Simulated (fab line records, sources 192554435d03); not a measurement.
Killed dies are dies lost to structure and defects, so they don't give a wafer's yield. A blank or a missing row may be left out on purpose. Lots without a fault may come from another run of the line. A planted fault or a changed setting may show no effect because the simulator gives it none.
Problem report in the 8D (eight disciplines) form, filled by code | flow n5_finfet | the parts of the form that need people (team, actions taken, sign-off) are left out

1. THE PROBLEM
wafer_temp_C_max at N5_BEOL_M15_ANNEAL_48 reads a mean of 244.22 on 6 wafers of 2 lots; wafers without a fault read 225.91 with a standard deviation of 0.25. That is +73 standard deviations from the usual mean.
The step: time 90 s.
First seen on wafer L137.2, day 13 22:23, on rtp_anneal-02. The record holds 33 wafers of 11 lots with a number at this step. Rule for "out", or "out of limits": more than 4 standard deviations from the usual mean. The other wafers with a number count as sound.

2. WHAT IT IS AND WHAT IT IS NOT
question                    | is                     | is not
which readings at this step | wafer_temp_C_max       | -
which lots                  | L137, L138             | L128, L129, L131, L132, L133, L134, L149, L150, L151
which wafers of those lots  | all that have a number | -
read on which tools         | rtp_anneal-02          | rtp_anneal-01
when                        | from day 13 22:23      | up to then (18 sound wafers); but 9 sound wafers of L149, L150, L151 came after

3. SUSPECTS, AND WHAT RULES EACH OUT
Counting: a tool at a process step up to the reading stays a suspect if it ran every lot that is out and no sound lot after the first of them.
- rtp_anneal-02 at N5_BEOL_M15_ANNEAL_48 (time 90 s): ruled out as a lasting fault. Sound lots L150, L149 ran on it after its first lot that is out, L137 (day 13 22:23).
Left after counting: nothing in the record.

4. THE CAUSE (what the simulator had put in)
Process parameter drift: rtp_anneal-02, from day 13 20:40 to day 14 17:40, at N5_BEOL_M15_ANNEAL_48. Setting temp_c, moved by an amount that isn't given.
Counting ruled it out, wrongly.

5. THE CHAIN OF EFFECTS, in route order
Each row: a reading whose mean over the struck wafers that have a number lies more than 3 standard deviations from the usual. Only readings for which the record gives a usual standard deviation are gone through. hours: the time from each lot's start at the first step in this table that gives one to its start at this step, as a median over the lots. sigmas: the change in usual standard deviations.
hours | step                  | reading          | usual  | on struck wafers | change | sigmas
0     | N5_BEOL_M15_ANNEAL_48 | wafer_temp_C_max | 225.91 | 244.22           | +18.31 | +73
The process steps in it:
- N5_BEOL_M15_ANNEAL_48: time 90 s.
Later measuring or inspecting steps at which every struck wafer that the step has a row for has a number for every such reading, and none has moved that far: N5_BEOL_M15_INSPECT_55.

6. WHAT WOULD HAVE CAUGHT IT SOONER
In this record the first reading out of limits was taken at day 13 22:23, 2 hours after the fault began at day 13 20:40.
